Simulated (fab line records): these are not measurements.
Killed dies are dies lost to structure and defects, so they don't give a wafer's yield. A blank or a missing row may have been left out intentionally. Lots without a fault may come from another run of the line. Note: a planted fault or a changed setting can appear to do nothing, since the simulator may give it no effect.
Which tool was responsible? + flow nandHarc + 66 wafers from 22 lots sampled at 6 of the route's 1159 steps

## WHAT THE GAUGES READ, wafer by wafer
The record holds no reading of a measuring or inspecting step that can be judged against a usual standard deviation.

## WHICH TOOL RAN EACH LOT (tool, then ch and the chambers of the sampled wafers, then the start)
| lot  | NHARC_P_M2_DESCUM_14              | NHARC_P_M2_ETCH_35                | NHARC_P_BONDPAD_DEGAS_25    | NHARC_A_ONON_D1_DEP_33          | NHARC_A_CHANNEL_HOLE_D1_STRIP_27 | NHARC_A_STAIRCASE_TRIM_189    |
|------|-----------------------------------|-----------------------------------|-----------------------------|---------------------------------|----------------------------------|-------------------------------|
| L074 | rieDiel-09 ch 1,3, day 6 10:09    | rieDiel-09 ch 1,2, day 6 10:14    | pvdSputter-03, day 6 15:45  | pecvd-02 ch 1,2, day 8 07:09    | rieDiel-11 ch 0,1, no start      | rieDiel-05 ch 0,3, no start   |
| L076 | rieDiel-09 ch 1,2, day 6 16:22    | rieDiel-09 ch 0,1,3, day 6 16:28  | pvdSputter-01, day 6 21:59  | pecvd-02 ch 0,1, day 8 14:44    | rieDiel-02 ch 0,3, no start      | rieDiel-04 ch 0,1, no start   |
| L077 | rieDiel-08 ch 1,2,3, day 6 21:01  | rieDiel-08 ch 2,3, day 6 21:06    | pvdSputter-02, day 7 02:42  | pecvd-04 ch 1,2, day 8 20:59    | rieDiel-11 ch 1,2,3, no start    | rieDiel-05 ch 0,2,3, no start |
| L078 | rieDiel-08 ch 0,2,3, day 7 05:05  | rieDiel-08 ch 0,1,2, day 7 05:10  | pvdSputter-01, day 7 10:47  | pecvd-01 ch 1,2, day 9 03:45    | rieDiel-11 ch 0,2,3, no start    | rieDiel-06 ch 1,2,3, no start |
| L080 | rieDiel-09 ch 0,1, day 7 17:05    | rieDiel-09 ch 0,1,2, day 7 17:11  | pvdSputter-03, day 7 22:53  | pecvd-01 ch 0,1,2, day 9 12:26  | rieDiel-02 ch 0,3, no start      | rieDiel-06 ch 0,2,3, no start |
| L081 | rieDiel-08 ch 0,1,3, day 8 02:14  | rieDiel-08 ch 0,2,3, day 8 02:20  | pvdSputter-01, day 8 08:14  | pecvd-01 ch 1,2, day 9 22:50    | rieDiel-13 ch 0,3, no start      | rieDiel-05 ch 1,3, no start   |
| L082 | rieDiel-08 ch 2,3, day 8 07:32    | rieDiel-08 ch 0,2,3, day 8 07:38  | pvdSputter-01, day 8 13:08  | pecvd-01 ch 0,1, day 10 09:41   | rieDiel-02 ch 1,2,3, no start    | rieDiel-05 ch 0,2,3, no start |
| L083 | rieDiel-08 ch 0,2,3, day 8 10:53  | rieDiel-08 ch 0,1,3, day 8 11:07  | pvdSputter-03, day 8 17:18  | pecvd-04 ch 1,2, day 10 09:47   | rieDiel-02 ch 0,1, no start      | rieDiel-04 ch 1,3, no start   |
| L084 | rieDiel-09 ch 0,2,3, day 8 12:13  | rieDiel-09 ch 0,1,2, day 8 12:19  | pvdSputter-03, day 8 18:28  | pecvd-02 ch 0,1, day 10 09:53   | rieDiel-11 ch 0,1,2, no start    | rieDiel-05 ch 0,1,2, no start |
| L087 | rieDiel-09 ch 2,3, day 9 06:53    | rieDiel-09 ch 0,1,3, day 9 06:59  | pvdSputter-01, day 9 12:40  | pecvd-04 ch 1,2, day 11 05:41   | rieDiel-02 ch 2,3, no start      | rieDiel-06 ch 0,1,3, no start |
| L088 | rieDiel-09 ch 0,1,3, day 9 07:17  | rieDiel-09 ch 0,1,3, day 9 07:22  | pvdSputter-02, day 9 12:55  | pecvd-02 ch 0,2, day 11 05:22   | rieDiel-11 ch 0,3, no start      | rieDiel-06 ch 0,2,3, no start |
| L086 | rieDiel-09 ch 0,1,2, day 9 09:32  | rieDiel-09 ch 0,2, day 9 09:37    | pvdSputter-02, day 9 15:28  | pecvd-04 ch 0,1,2, day 11 05:19 | rieDiel-02 ch 0,1,2, no start    | rieDiel-06 ch 0,1,2, no start |
| L085 | rieDiel-09 ch 0,2,3, day 9 20:17  | rieDiel-09 ch 0,1,2, day 9 20:22  | pvdSputter-01, day 10 02:12 | pecvd-01 ch 0,1,2, day 11 17:43 | rieDiel-02 ch 0,1,3, no start    | rieDiel-06 ch 0,2,3, no start |
| L089 | rieDiel-08 ch 0,1,2, day 10 03:37 | rieDiel-08 ch 0,1,3, day 10 03:42 | pvdSputter-03, day 10 09:07 | pecvd-04 ch 1,2, day 11 22:36   | rieDiel-13 ch 0,1, no start      | rieDiel-06 ch 2,3, no start   |
| L091 | rieDiel-09 ch 0,1,3, day 10 07:17 | rieDiel-09 ch 0,1,3, day 10 07:22 | pvdSputter-01, day 10 12:50 | pecvd-01 ch 0,1,2, day 12 03:47 | rieDiel-11 ch 0,2,3, no start    | rieDiel-06 ch 0,1,2, no start |
| L090 | rieDiel-08 ch 1,3, day 10 08:05   | rieDiel-08 ch 1,3, day 10 08:11   | pvdSputter-02, day 10 13:39 | pecvd-02 ch 1,2, day 12 03:40   | rieDiel-02 ch 0,1,3, no start    | rieDiel-04 ch 1,3, no start   |
| L093 | rieDiel-09 ch 0,1,3, day 10 19:54 | rieDiel-09 ch 2,3, day 10 19:58   | pvdSputter-01, day 11 01:28 | pecvd-01 ch 0,2, day 12 18:36   | rieDiel-11 ch 2,3, no start      | rieDiel-05 ch 2,3, no start   |
| L092 | rieDiel-04 ch 0,1,3, day 11 01:18 | rieDiel-04 ch 0,1,3, day 11 01:25 | pvdSputter-01, day 11 07:24 | pecvd-04 ch 0,1, day 12 18:36   | rieDiel-13 ch 0,2,3, no start    | rieDiel-06 ch 0,1, no start   |
| L094 | rieDiel-09 ch 1,3, day 11 06:10   | rieDiel-09 ch 0,1,3, day 11 06:15 | pvdSputter-02, day 11 11:42 | pecvd-01 ch 0,1, day 13 02:06   | rieDiel-02 ch 0,1, no start      | rieDiel-05 ch 0,1,2, no start |
| L097 | rieDiel-08 ch 1,3, day 11 19:03   | rieDiel-08 ch 2,3, day 11 19:08   | pvdSputter-01, day 12 01:16 | pecvd-01 ch 0,1,2, day 13 17:43 | rieDiel-11 ch 0,1,3, no start    | rieDiel-06 ch 0,1,2, no start |
| L095 | rieDiel-08 ch 0,1,3, day 11 19:40 | rieDiel-08 ch 1,2,3, day 11 19:59 | pvdSputter-01, day 12 01:55 | pecvd-04 ch 1,2, day 13 17:51   | rieDiel-02 ch 0,2,3, no start    | rieDiel-05 ch 1,3, no start   |
| L096 | rieDiel-09 ch 0,1,3, day 12 01:52 | rieDiel-09 ch 0,1,2, day 12 01:57 | pvdSputter-01, day 12 07:25 | pecvd-01 ch 0,1,2, day 14 04:07 | rieDiel-02 ch 1,2,3, no start    | rieDiel-06 ch 1,3, no start   |
- NHARC_P_M2_DESCUM_14: chemistry O2, time 3 s.
- NHARC_P_M2_ETCH_35: etches the open film in N2/H2, target depth 40 nm, overetch 12 nm, time 43.94 s.
- NHARC_P_BONDPAD_DEGAS_25: time 60 s.
- NHARC_A_ONON_D1_DEP_33: deposits SiO2, target thk 200 nm.
- NHARC_A_CHANNEL_HOLE_D1_STRIP_27: strips in O2.
- NHARC_A_STAIRCASE_TRIM_189: chemistry O2, time 211.2 s.

## AS READ BY THE TOOLS THEMSELVES (means over the sampled wafers that have a number; for cases with no such wafer, the mark the record gives instead)
NHARC_P_M2_DESCUM_14.
| lot  | tool       | drypumpMotorCurrentA (A) | oesProductAu (a.u.) | rfVppV (V) | showerheadPlenumPTorr (Torr) | throttleValvePct (%) |
|------|------------|--------------------------|---------------------|------------|------------------------------|----------------------|
| L074 | rieDiel-09 | 6.0                      | 1.009               | 58.3       | 1.89                         | 11.314               |
| L076 | rieDiel-09 | 5.5                      | 0.998               | 58.1       | 1.87                         | 11.312               |
| L077 | rieDiel-08 | 5.7                      | 0.993               | 58.1       | 1.92                         | 11.307               |
| L078 | rieDiel-08 | 5.8                      | 0.996               | 57.4       | 1.91                         | 11.308               |
| L080 | rieDiel-09 | 6.0                      | 0.989               | 58.2       | 1.97                         | 11.311               |
| L081 | rieDiel-08 | 6.2                      | 0.992               | 57.6       | 1.86                         | 11.320               |
| L082 | rieDiel-08 | 5.8                      | 0.996               | 57.2       | 1.90                         | 11.309               |
| L083 | rieDiel-08 | 5.8                      | 1.008               | 57.9       | 1.91                         | 11.313               |
| L084 | rieDiel-09 | 6.0                      | 0.997               | 57.5       | 1.92                         | 11.305               |
| L087 | rieDiel-09 | 5.8                      | 1.003               | 58.4       | 1.87                         | 11.316               |
| L088 | rieDiel-09 | 6.1                      | 0.999               | 57.3       | 1.93                         | 11.312               |
| L086 | rieDiel-09 | 5.8                      | 0.994               | 57.7       | 1.92                         | 11.309               |
| L085 | rieDiel-09 | 6.0                      | 0.998               | 58.4       | 1.92                         | 11.306               |
| L089 | rieDiel-08 | 5.8                      | 0.999               | 57.4       | 1.92                         | 11.317               |
| L091 | rieDiel-09 | 6.0                      | 0.995               | 58.0       | 1.93                         | 11.317               |
| L090 | rieDiel-08 | 6.1                      | 0.992               | 58.2       | 1.86                         | 11.307               |
| L093 | rieDiel-09 | 6.0                      | 0.996               | 57.8       | 1.93                         | 11.309               |
| L092 | rieDiel-04 | 5.7                      | 0.996               | 57.6       | 1.95                         | 11.313               |
| L094 | rieDiel-09 | 5.7                      | 0.991               | 58.4       | 1.89                         | 11.316               |
| L097 | rieDiel-08 | 6.2                      | 0.986               | 57.7       | 1.84                         | 11.314               |
| L095 | rieDiel-08 | 6.2                      | 0.993               | 57.7       | 1.85                         | 11.306               |
| L096 | rieDiel-09 | 6.1                      | 0.987               | 57.3       | 1.93                         | 11.309               |

NHARC_P_M2_ETCH_35.
| lot  | tool       | drypumpMotorCurrentA (A) | n2FlowSccm (sccm) | oesProductAu (a.u.) | rfVppV (V) | showerheadPlenumPTorr (Torr) | throttleValvePct (%) |
|------|------------|--------------------------|-------------------|---------------------|------------|------------------------------|----------------------|
| L074 | rieDiel-09 | 5.5                      | 150.2             | 0.992               | 429.2      | 1.99                         | 14.171               |
| L076 | rieDiel-09 | 6.0                      | 150.1             | 1.006               | 430.9      | 2.06                         | 14.175               |
| L077 | rieDiel-08 | 5.3                      | 150.3             | 0.997               | 432.4      | 2.10                         | 14.158               |
| L078 | rieDiel-08 | 5.8                      | 149.9             | 0.994               | 430.5      | 2.05                         | 14.172               |
| L080 | rieDiel-09 | 5.7                      | 149.7             | 0.987               | 430.7      | 2.04                         | 14.167               |
| L081 | rieDiel-08 | 5.8                      | 150.1             | 1.009               | 431.2      | 2.04                         | 14.174               |
| L082 | rieDiel-08 | 5.8                      | 149.6             | 1.009               | 429.9      | 2.04                         | 14.163               |
| L083 | rieDiel-08 | 6.2                      | 149.7             | 1.000               | 430.1      | 1.98                         | 14.173               |
| L084 | rieDiel-09 | 5.8                      | 149.7             | 0.992               | 430.9      | 2.04                         | 14.170               |
| L087 | rieDiel-09 | 6.0                      | 150.0             | 1.000               | 430.7      | 2.06                         | 14.176               |
| L088 | rieDiel-09 | 6.0                      | 150.2             | 0.994               | 430.8      | 2.06                         | 14.171               |
| L086 | rieDiel-09 | 5.8                      | 149.7             | 1.003               | 430.0      | 2.03                         | 14.165               |
| L085 | rieDiel-09 | 5.8                      | 149.9             | 0.994               | 430.4      | 2.04                         | 14.162               |
| L089 | rieDiel-08 | 6.2                      | 150.0             | 0.996               | 428.7      | 1.97                         | 14.166               |
| L091 | rieDiel-09 | 6.0                      | 150.0             | 0.987               | 431.6      | 2.06                         | 14.165               |
| L090 | rieDiel-08 | 6.2                      | 149.7             | 0.989               | 428.4      | 1.97                         | 14.177               |
| L093 | rieDiel-09 | 5.8                      | 149.6             | 0.996               | 429.1      | 1.99                         | 14.175               |
| L092 | rieDiel-04 | 5.7                      | 150.0             | 0.993               | 431.7      | 2.08                         | 14.166               |
| L094 | rieDiel-09 | 6.0                      | 150.0             | 0.984               | 430.6      | 2.06                         | 14.169               |
| L097 | rieDiel-08 | 5.3                      | 150.0             | 1.002               | 433.1      | 2.10                         | 14.171               |
| L095 | rieDiel-08 | 5.8                      | 150.3             | 0.996               | 430.6      | 2.04                         | 14.180               |
| L096 | rieDiel-09 | 5.8                      | 150.5             | 0.989               | 430.5      | 2.04                         | 14.175               |

NHARC_P_BONDPAD_DEGAS_25.
| lot  | tool          | heaterPowerW (W) |
|------|---------------|------------------|
| L074 | pvdSputter-03 | 514              |
| L076 | pvdSputter-01 | 511              |
| L077 | pvdSputter-02 | 504              |
| L078 | pvdSputter-01 | 473              |
| L080 | pvdSputter-03 | 480              |
| L081 | pvdSputter-01 | 485              |
| L082 | pvdSputter-01 | 471              |
| L083 | pvdSputter-03 | 511              |
| L084 | pvdSputter-03 | 519              |
| L087 | pvdSputter-01 | 485              |
| L088 | pvdSputter-02 | 418              |
| L086 | pvdSputter-02 | 469              |
| L085 | pvdSputter-01 | 484              |
| L089 | pvdSputter-03 | 535              |
| L091 | pvdSputter-01 | 515              |
| L090 | pvdSputter-02 | 483              |
| L093 | pvdSputter-01 | 479              |
| L092 | pvdSputter-01 | 452              |
| L094 | pvdSputter-02 | 487              |
| L097 | pvdSputter-01 | 480              |
| L095 | pvdSputter-01 | 508              |
| L096 | pvdSputter-01 | 491              |

NHARC_A_ONON_D1_DEP_33.
| lot  | tool     | chamberPressureTorr (Torr) | flowSccm (sccm) | heaterPowerW (W) | throttleValvePct (%) |
|------|----------|----------------------------|-----------------|------------------|----------------------|
| L074 | pecvd-02 | 6.486                      | 2648            | 642              | 15.1                 |
| L076 | pecvd-02 | 6.493                      | 2653            | 580              | 15.9                 |
| L077 | pecvd-04 | 6.499                      | 2654            | 493              | 15.9                 |
| L078 | pecvd-01 | 6.497                      | 2653            | 600              | 16.4                 |
| L080 | pecvd-01 | 6.505                      | 2652            | 641              | 16.3                 |
| L081 | pecvd-01 | 6.507                      | 2656            | 545              | 16.2                 |
| L082 | pecvd-01 | 6.499                      | 2653            | 651              | 16.1                 |
| L083 | pecvd-04 | 6.517                      | 2646            | 478              | 15.9                 |
| L084 | pecvd-02 | 6.496                      | 2649            | 608              | 16.2                 |
| L087 | pecvd-04 | 6.482                      | 2654            | 514              | 16.4                 |
| L088 | pecvd-02 | 6.484                      | 2649            | 745              | 15.6                 |
| L086 | pecvd-04 | 6.509                      | 2654            | 547              | 16.1                 |
| L085 | pecvd-01 | 6.502                      | 2648            | 568              | 15.9                 |
| L089 | pecvd-04 | 6.491                      | 2654            | 465              | 16.0                 |
| L091 | pecvd-01 | 6.502                      | 2644            | 654              | 16.0                 |
| L090 | pecvd-02 | 6.497                      | 2651            | 587              | 15.2                 |
| L093 | pecvd-01 | 6.494                      | 2654            | 606              | 15.9                 |
| L092 | pecvd-04 | 6.487                      | 2647            | 574              | 16.8                 |
| L094 | pecvd-01 | 6.491                      | 2652            | 667              | 16.0                 |
| L097 | pecvd-01 | 6.479                      | 2646            | 662              | 16.0                 |
| L095 | pecvd-04 | 6.484                      | 2653            | 466              | 16.5                 |
| L096 | pecvd-01 | 6.497                      | 2648            | 677              | 16.1                 |

NHARC_A_CHANNEL_HOLE_D1_STRIP_27.
| lot  | tool       | drypumpMotorCurrentA (A) | oesProductAu (a.u.) | rfVppV (V) | showerheadPlenumPTorr (Torr) | throttleValvePct (%) |
|------|------------|--------------------------|---------------------|------------|------------------------------|----------------------|
| L074 | rieDiel-11 | 5.2                      | 1.007               | 57.6       | 3.48                         | 17.032               |
| L076 | rieDiel-02 | 5.7                      | 1.003               | 57.8       | 3.64                         | 17.037               |
| L077 | rieDiel-11 | 5.4                      | 1.000               | 57.2       | 3.61                         | 17.034               |
| L078 | rieDiel-11 | 5.6                      | 1.010               | 58.0       | 3.48                         | 17.036               |
| L080 | rieDiel-02 | 5.7                      | 0.994               | 58.6       | 3.64                         | 17.031               |
| L081 | rieDiel-13 | 5.5                      | 0.997               | 57.3       | 3.62                         | 17.041               |
| L082 | rieDiel-02 | 5.9                      | 1.001               | 56.4       | 3.59                         | 17.038               |
| L083 | rieDiel-02 | 6.1                      | 1.006               | 57.2       | 3.40                         | 17.032               |
| L084 | rieDiel-11 | 5.4                      | 0.997               | 57.2       | 3.57                         | 17.034               |
| L087 | rieDiel-02 | 5.6                      | 0.996               | 58.6       | 3.74                         | 17.032               |
| L088 | rieDiel-11 | 5.5                      | 1.004               | 58.1       | 3.38                         | 17.032               |
| L086 | rieDiel-02 | 5.8                      | 0.999               | 58.1       | 3.55                         | 17.035               |
| L085 | rieDiel-02 | 5.9                      | 0.998               | 57.6       | 3.54                         | 17.038               |
| L089 | rieDiel-13 | 5.4                      | 0.993               | 58.0       | 3.70                         | 17.039               |
| L091 | rieDiel-11 | 5.6                      | 1.005               | 57.3       | 3.48                         | 17.030               |
| L090 | rieDiel-02 | 5.9                      | 0.990               | 57.9       | 3.54                         | 17.034               |
| L093 | rieDiel-11 | 5.6                      | 1.005               | 58.1       | 3.51                         | 17.037               |
| L092 | rieDiel-13 | 5.4                      | 0.994               | 58.7       | 3.56                         | 17.039               |
| L094 | rieDiel-02 | 6.1                      | 0.995               | 56.9       | 3.40                         | 17.041               |
| L097 | rieDiel-11 | 5.2                      | 1.002               | 57.8       | 3.51                         | 17.039               |
| L095 | rieDiel-02 | 5.7                      | 1.004               | 58.1       | 3.68                         | 17.024               |
| L096 | rieDiel-02 | 5.9                      | 1.010               | 58.1       | 3.58                         | 17.029               |

NHARC_A_STAIRCASE_TRIM_189.
| lot  | tool       | drypumpMotorCurrentA (A) | oesProductAu (a.u.) | rfVppV (V) | showerheadPlenumPTorr (Torr) | throttleValvePct (%) |
|------|------------|--------------------------|---------------------|------------|------------------------------|----------------------|
| L074 | rieDiel-05 | 5.75                     | 1.001               | 57.1       | 3.48                         | 17.032               |
| L076 | rieDiel-04 | 5.59                     | 1.001               | 58.0       | 3.54                         | 17.037               |
| L077 | rieDiel-05 | 5.61                     | 1.000               | 57.5       | 3.54                         | 17.033               |
| L078 | rieDiel-06 | 5.90                     | 1.004               | 56.6       | 3.44                         | 17.033               |
| L080 | rieDiel-06 | 5.70                     | 1.003               | 57.0       | 3.43                         | 17.029               |
| L081 | rieDiel-05 | 5.79                     | 1.007               | 57.5       | 3.64                         | 17.035               |
| L082 | rieDiel-05 | 5.62                     | 1.000               | 57.1       | 3.53                         | 17.039               |
| L083 | rieDiel-04 | 5.81                     | 0.994               | 58.0       | 3.59                         | 17.036               |
| L084 | rieDiel-05 | 5.60                     | 0.991               | 57.9       | 3.39                         | 17.033               |
| L087 | rieDiel-06 | 5.86                     | 1.007               | 57.0       | 3.42                         | 17.035               |
| L088 | rieDiel-06 | 5.68                     | 1.004               | 58.4       | 3.42                         | 17.036               |
| L086 | rieDiel-06 | 5.84                     | 0.996               | 57.9       | 3.32                         | 17.037               |
| L085 | rieDiel-06 | 5.68                     | 1.001               | 57.7       | 3.42                         | 17.034               |
| L089 | rieDiel-06 | 5.74                     | 0.993               | 57.4       | 3.43                         | 17.039               |
| L091 | rieDiel-06 | 5.83                     | 1.003               | 56.9       | 3.32                         | 17.028               |
| L090 | rieDiel-04 | 5.63                     | 0.990               | 57.1       | 3.52                         | 17.038               |
| L093 | rieDiel-05 | 5.49                     | 0.989               | 58.3       | 3.58                         | 17.038               |
| L092 | rieDiel-06 | 6.02                     | 1.004               | 57.0       | 3.32                         | 17.045               |
| L094 | rieDiel-05 | 5.61                     | 0.998               | 57.8       | 3.38                         | 17.044               |
| L097 | rieDiel-06 | 5.84                     | 0.995               | 57.3       | 3.31                         | 17.033               |
| L095 | rieDiel-05 | 5.76                     | 1.006               | 57.8       | 3.48                         | 17.026               |
| L096 | rieDiel-06 | 6.06                     | 0.996               | 57.8       | 3.42                         | 17.046               |

## THE ANSWER, worked out from the rows above alone
Rule: the lots themselves supply what counts as usual. Put in order of their means at a reading, lots are off if they are a third of the lots or fewer, leave a main group of 4 or more, and stand apart from it by a gap of 3 or more times the standard deviation of the main group's means; of several such gaps the widest counts. If all means in a main group match to the digits the tables above print for the reading, that group is not used. Also off: a lot with no number at a reading for which 4 or more lots have one. All remaining lots with rows at the step are treated as sound. First the gauges in route order, then the tools' own readings, where a lot's mean is used as printed above. At the first step where some lot is off, the reading lying furthest off is the one used; lots without a number count as furthest.
No lot is off at any reading shown: from this, nothing can be told.

## WHAT HAD BEEN PUT IN BY THE SIMULATOR
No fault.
